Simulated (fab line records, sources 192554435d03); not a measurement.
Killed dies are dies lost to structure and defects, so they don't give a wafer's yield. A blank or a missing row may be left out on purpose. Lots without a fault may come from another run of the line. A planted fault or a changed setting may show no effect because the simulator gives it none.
Which tool did it? | flow n5_finfet | 9 lots, 26 wafers sampled, at 6 steps of a route of 1938

WHAT THE GAUGES READ, wafer by wafer
N5_SD_ACTIVATION_RS_MEAS_03: measures by four-point-probe. Usual: RS_SD_N 21.95 ohm/sq, standard deviation 0.28; RS_SD_P 56.1 ohm/sq, standard deviation 0.84.
lot  | measured    | on            | RS_SD_N (ohm/sq)  | RS_SD_P (ohm/sq) | flag
L364 | day 3 19:14 | film_metro-02 | 21.38 21.93 22.11 | 55.8 56.1 56.3   |
L367 | day 4 12:28 | film_metro-01 | 21.61 21.64 21.65 | 56.0 56.1 56.1   |
L369 | day 4 21:28 | film_metro-01 | 21.65 21.62 21.70 | 55.5 56.3 56.0   |
L370 | day 5 06:11 | film_metro-02 | 22.23 22.16 22.05 | 55.6 56.1 55.9   |
L372 | day 5 15:44 | film_metro-01 | 22.13 21.98 21.97 | 55.3 56.8 56.3   |
L374 | day 6 07:23 | film_metro-01 | 22.04 21.82       | 56.6 55.3        |
L378 | day 7 03:50 | film_metro-01 | 25.89 26.10 26.09 | 55.7 55.4 55.7   | OFF
L380 | day 7 16:44 | film_metro-02 | 25.90 26.03 26.42 | 57.3 56.2 56.7   | OFF
L385 | day 8 23:49 | film_metro-01 | 22.33 22.40 22.18 | 57.8 57.1 57.7   |

N5_ILD0_THK_MEAS_08. Usual: thk_nm 138.3 nm, standard deviation 1.1.
lot  | measured    | on            | thk_nm (nm)       | flag
L364 | day 3 22:50 | film_metro-02 | 136.4 137.5 137.1 |
L367 | day 4 15:49 | film_metro-01 | 137.1 135.7 137.9 |
L369 | day 5 00:44 | film_metro-01 | 137.5 137.4 137.9 |
L370 | day 5 09:46 | film_metro-01 | 137.4 138.9 138.3 |
L372 | day 5 20:00 | film_metro-01 | 137.6 138.2 139.6 |
L374 | day 6 10:41 | film_metro-02 | 139.5 138.6       |
L378 | day 7 07:58 | film_metro-01 | 139.2 138.6 138.4 |
L380 | day 7 20:35 | film_metro-01 | 138.5 138.9 138.0 |
L385 | day 9 03:29 | film_metro-02 | 139.6 139.0 139.2 |

N5_BEOL_M4_RC_MEAS_101. Usual: DIBL_N 36.9 mV/V, standard deviation 1.7; DIBL_P 37.3 mV/V, standard deviation 2.3; IOFF_N 0.16 nA/um, standard deviation 0.033; IOFF_P 0.22 nA/um, standard deviation 0.04; ION_N 673 uA/um, standard deviation 12; ION_P 463 uA/um, standard deviation 8; RC_DENSE_N 19.1 ohm.um, standard deviation 0.41; RC_N 15.6 ohm.um, standard deviation 0.32; REXT_N 75.2 ohm.um, standard deviation 1.8; RS_SD_N 28.5 ohm/sq, standard deviation 0.37; SS_N 71.6 mV/dec, standard deviation 0.58; SS_P 73.4 mV/dec, standard deviation 0.74; VT_N 250 mV, standard deviation 3.2; VT_P -250 mV, standard deviation 3.4.
lot  | measured     | on        | DIBL_N (mV/V)  | DIBL_P (mV/V)  | IOFF_N (nA/um) | IOFF_P (nA/um) | ION_N (uA/um) | ION_P (uA/um) | RC_DENSE_N (ohm.um) | RC_N (ohm.um)  | REXT_N (ohm.um) | RS_SD_N (ohm/sq) | SS_N (mV/dec)  | SS_P (mV/dec)  | VT_N (mV)   | VT_P (mV)      | flag
L364 | day 8 13:19  | prober-02 | 35.8 36.7 36.7 | 38.3 38.5 39.2 | 0.15 0.16 0.16 | 0.19 0.20 0.21 | 669 675 667   | 455 463 458   | 19.0 19.2 19.1      | 15.4 15.5 15.5 | 76.9 77.0 77.9  | 27.5 28.1 28.4   | 71.9 71.5 71.4 | 74.0 73.6 74.5 | 251 249 250 | -256 -255 -254 |
L367 | day 9 02:05  | prober-01 | 38.5 35.9 35.7 | 38.0 34.2 33.9 | 0.19 0.13 0.14 | 0.23 0.18 0.17 | 677 656 658   | 456 452 446   | 19.4 19.1 19.0      | 15.8 15.5 15.5 | 74.6 73.4 73.3  | 27.9 28.0 27.8   | 72.2 71.5 71.7 | 73.7 72.1 72.0 | 247 252 253 | -252 -255 -257 |
L369 | day 9 13:07  | prober-02 | 36.4 37.5 35.8 | 38.5 39.4 37.3 | 0.17 0.19 0.16 | 0.25 0.26 0.23 | 664 675 666   | 460 465 461   | 18.7 18.2 18.9      | 15.2 15.0 15.5 | 73.7 72.1 73.0  | 28.2 28.0 27.9   | 72.0 71.8 71.3 | 73.9 73.2 73.3 | 248 248 248 | -251 -251 -249 |
L370 | day 10 02:21 | prober-01 | 40.5 37.7 36.3 | 41.6 37.0 35.5 | 0.24 0.17 0.14 | 0.30 0.21 0.19 | 687 668 661   | 473 462 454   | 18.8 19.0 19.0      | 15.3 15.4 15.5 | 72.7 72.1 72.7  | 29.1 28.9 29.2   | 72.5 71.4 71.3 | 74.3 73.4 72.9 | 245 249 251 | -245 -250 -251 |
L372 | day 10 06:06 | prober-01 | 38.8 40.4 39.5 | 40.5 43.5 43.2 | 0.21 0.25 0.25 | 0.24 0.30 0.30 | 681 695 703   | 464 458 476   | 19.2 18.8 19.0      | 15.6 15.5 15.4 | 73.4 73.3 73.6  | 28.8 28.4 28.8   | 71.4 72.5 71.6 | 74.4 75.2 75.5 | 245 245 241 | -252 -245 -247 |
L374 | day 11 02:36 | prober-01 | 38.1 36.4      | 37.6 37.6      | 0.16 0.15      | 0.21 0.22      | 661 681       | 458 473       | 19.2 18.5           | 15.5 15.1      | 71.7 71.0       | 28.7 28.4        | 71.7 71.1      | 73.0 73.7      | 249 250     | -251 -247      |
L378 | day 11 21:56 | prober-01 | 35.1 35.5 35.5 | 36.0 36.8 36.8 | 0.13 0.13 0.13 | 0.18 0.19 0.20 | 673 642 660   | 467 451 461   | 22.2 22.3 22.7      | 18.3 18.2 18.5 | 84.0 85.7 85.4  | 32.7 33.0 32.8   | 71.0 71.7 71.6 | 73.3 73.2 73.0 | 253 255 251 | -256 -253 -252 | OFF
L380 | day 12 09:53 | prober-01 | 37.0 36.5 36.0 | 38.6 38.4 38.1 | 0.18 0.17 0.16 | 0.23 0.25 0.23 | 669 667 660   | 463 463 459   | 22.5 22.6 22.3      | 18.5 18.5 18.2 | 80.6 80.9 81.8  | 32.6 32.9 33.4   | 72.2 71.1 70.9 | 73.4 73.4 73.0 | 248 249 252 | -249 -247 -247 | OFF
L385 | day 13 19:45 | prober-02 | 38.6 39.3 37.7 | 39.3 39.4 38.0 | 0.18 0.18 0.14 | 0.24 0.23 0.21 | 673 669 661   | 459 459 453   | 18.8 19.0 19.2      | 15.5 15.6 15.6 | 78.3 78.9 78.4  | 28.8 28.9 28.9   | 71.7 72.6 72.0 | 73.9 74.4 73.8 | 252 251 255 | -252 -253 -255 |

WHICH TOOL RAN EACH LOT (tool, then ch and the chambers of the sampled wafers, then the start)
lot  | N5_SD_EPI_N_ETCHBACK_44           | N5_SD_EPI_P_ETCH_16               | N5_SD_ACTIVATION_LSA_01
L364 | rie_diel-02 ch 0,1,3, day 3 10:03 | rie_diel-04 ch 1,2, day 3 14:46   | laser_anneal-01 ch 0, day 3 19:02
L367 | rie_diel-01 ch 0,2, day 4 03:55   | rie_diel-05 ch 1,2,3, day 4 08:56 | laser_anneal-02 ch 0, day 4 12:16
L369 | rie_diel-06 ch 0,2,3, day 4 11:51 | rie_diel-04 ch 0,1, day 4 17:51   | laser_anneal-02 ch 0, day 4 21:17
L370 | rie_diel-06 ch 1,2, day 4 21:25   | rie_diel-05 ch 1,2,3, day 5 02:33 | laser_anneal-01 ch 0, day 5 06:00
L372 | rie_diel-01 ch 0,1, day 5 07:11   | rie_diel-04 ch 0,2,3, day 5 12:11 | laser_anneal-01 ch 0, day 5 15:32
L374 | rie_diel-06 ch 2, day 5 23:11     | rie_diel-05 ch 0,3, day 6 03:49   | laser_anneal-02 ch 0, day 6 07:13
L378 | rie_diel-01 ch 0,2, day 6 18:46   | rie_diel-03 ch 2,3, day 7 00:14   | laser_anneal-02 ch 0, day 7 03:38
L380 | rie_diel-02 ch 2,3, day 7 06:55   | rie_diel-04 ch 1,3, day 7 12:22   | laser_anneal-02 ch 0, day 7 16:32
L385 | rie_diel-06 ch 0,1,2, day 8 14:09 | rie_diel-05 ch 1,3, day 8 19:24   | laser_anneal-01 ch 0, day 8 23:38
- N5_SD_EPI_N_ETCHBACK_44: etches SiNx in CH3F/O2, stops on SiO2, target depth 14.5 nm.
- N5_SD_EPI_P_ETCH_16: etches SiO2 in CHF3/O2, target depth 5 nm.
- N5_SD_ACTIVATION_LSA_01: time 0.0008 s.

WHAT THE TOOLS THEMSELVES READ (means of the sampled wafers that have a number; where no wafer has one, the mark that the record gives instead)
N5_SD_EPI_N_ETCHBACK_44. Usual: drypump_motor_current_A 5.9 A, standard deviation 0.34; oes_product_au 0.70 a.u., standard deviation 0.086; rf_vpp_V 301 V, standard deviation 4.3; showerhead_plenum_p_Torr 2.04 Torr, standard deviation 0.058; throttle_valve_pct 16.36 %, standard deviation 0.28.
lot  | tool        | drypump_motor_current_A (A) | oes_product_au (a.u.) | rf_vpp_V (V) | showerhead_plenum_p_Torr (Torr) | throttle_valve_pct (%) | flag
L364 | rie_diel-02 | 5.7                         | 0.69                  | 297          | 2.06                            | 16.33                  |
L367 | rie_diel-01 | 6.0                         | 0.73                  | 300          | 2.10                            | 16.21                  |
L369 | rie_diel-06 | 5.8                         | 0.68                  | 302          | 1.98                            | 16.49                  |
L370 | rie_diel-06 | 6.3                         | 0.67                  | 302          | 2.02                            | 16.58                  |
L372 | rie_diel-01 | 6.1                         | 0.66                  | 303          | 2.02                            | 16.36                  |
L374 | rie_diel-06 | 5.7                         | 0.79                  | 300          | 1.96                            | 16.13                  |
L378 | rie_diel-01 | 6.0                         | 0.70                  | 299          | 2.10                            | 16.24                  |
L380 | rie_diel-02 | 6.0                         | 0.77                  | 307          | 2.03                            | 15.88                  |
L385 | rie_diel-06 | 6.1                         | 0.76                  | 301          | 1.98                            | 16.33                  |

N5_SD_EPI_P_ETCH_16. Usual: drypump_motor_current_A 5.6 A, standard deviation 0.43; oes_product_au 0.80 a.u., standard deviation 0.091; rf_vpp_V 525 V, standard deviation 11; showerhead_plenum_p_Torr 2.40 Torr, standard deviation 0.082; throttle_valve_pct 18.86 %, standard deviation 0.25.
lot  | tool        | drypump_motor_current_A (A) | oes_product_au (a.u.) | rf_vpp_V (V) | showerhead_plenum_p_Torr (Torr) | throttle_valve_pct (%) | flag
L364 | rie_diel-04 | 5.0                         | 0.75                  | 524          | 2.34                            | 18.89                  |
L367 | rie_diel-05 | 5.6                         | 0.80                  | 524          | 2.39                            | 18.83                  |
L369 | rie_diel-04 | 5.4                         | 0.77                  | 529          | 2.37                            | 18.96                  |
L370 | rie_diel-05 | 5.6                         | 0.79                  | 523          | 2.39                            | 18.84                  |
L372 | rie_diel-04 | 5.6                         | 0.86                  | 520          | 2.42                            | 18.72                  |
L374 | rie_diel-05 | 5.8                         | 0.90                  | 516          | 2.41                            | 18.70                  |
L378 | rie_diel-03 | 5.9                         | 0.87                  | 539          | 2.42                            | 18.83                  |
L380 | rie_diel-04 | 5.1                         | 0.74                  | 535          | 2.44                            | 18.81                  |
L385 | rie_diel-05 | 5.4                         | 0.79                  | 516          | 2.38                            | 18.84                  |

N5_SD_ACTIVATION_LSA_01. Usual: wafer_temp_C_max 1085.6, standard deviation 1.6.
lot  | tool            | wafer_temp_C_max | flag
L364 | laser_anneal-01 | 1087.8           |
L367 | laser_anneal-02 | 1084.0           |
L369 | laser_anneal-02 | 1083.7           |
L370 | laser_anneal-01 | 1086.7           |
L372 | laser_anneal-01 | 1086.7           |
L374 | laser_anneal-02 | 1084.1           |
L378 | laser_anneal-02 | 1043.6           | OFF
L380 | laser_anneal-02 | 1043.7           | OFF
L385 | laser_anneal-01 | 1086.5           |

THE ANSWER, worked out from the rows above alone
Rule: a lot is off if the mean of its wafers that have a number lies more than 3 standard deviations from the usual mean. A lot without any number at a reading at which 4 lots or more have one is off too. The other lots that the step has rows for count as sound. The gauges are gone through in route order, then the tools' own readings, and for those a lot's mean is taken as printed above. The first step at which some lot is off is used, and at that step the reading that is off furthest; a lot without a number counts as furthest.
Off: L378, L380, at N5_SD_ACTIVATION_RS_MEAS_03 (RS_SD_N).
A tool fits if, at a process step before that reading, it ran every lot that is off, and no sound lot after the first of them. The gauges at N5_SD_ACTIVATION_RS_MEAS_03 aren't tried: what is off there is off at N5_BEOL_M4_RC_MEAS_101 too, on other tools, and a gauge's error can't cause that. One fits: laser_anneal-02 at N5_SD_ACTIVATION_LSA_01. Its last sound lot is L374 (day 6 07:13), its first lot that is off L378 (day 7 03:38): a fault that began between those two fits.
The tool's own readings at N5_SD_ACTIVATION_LSA_01 bear it out: on the lots that are off they differ by more than 5 times the standard deviation of the sound lots' means. wafer_temp_C_max reads 1043.7 there against 1085.6 on the sound lots.

WHAT THE SIMULATOR HAD PUT IN
Process parameter drift: laser_anneal-02, from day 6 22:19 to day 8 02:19, at N5_SD_ACTIVATION_LSA_01. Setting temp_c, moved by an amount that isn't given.
Lots struck among those shown: L378, L380. The rule above found the same.
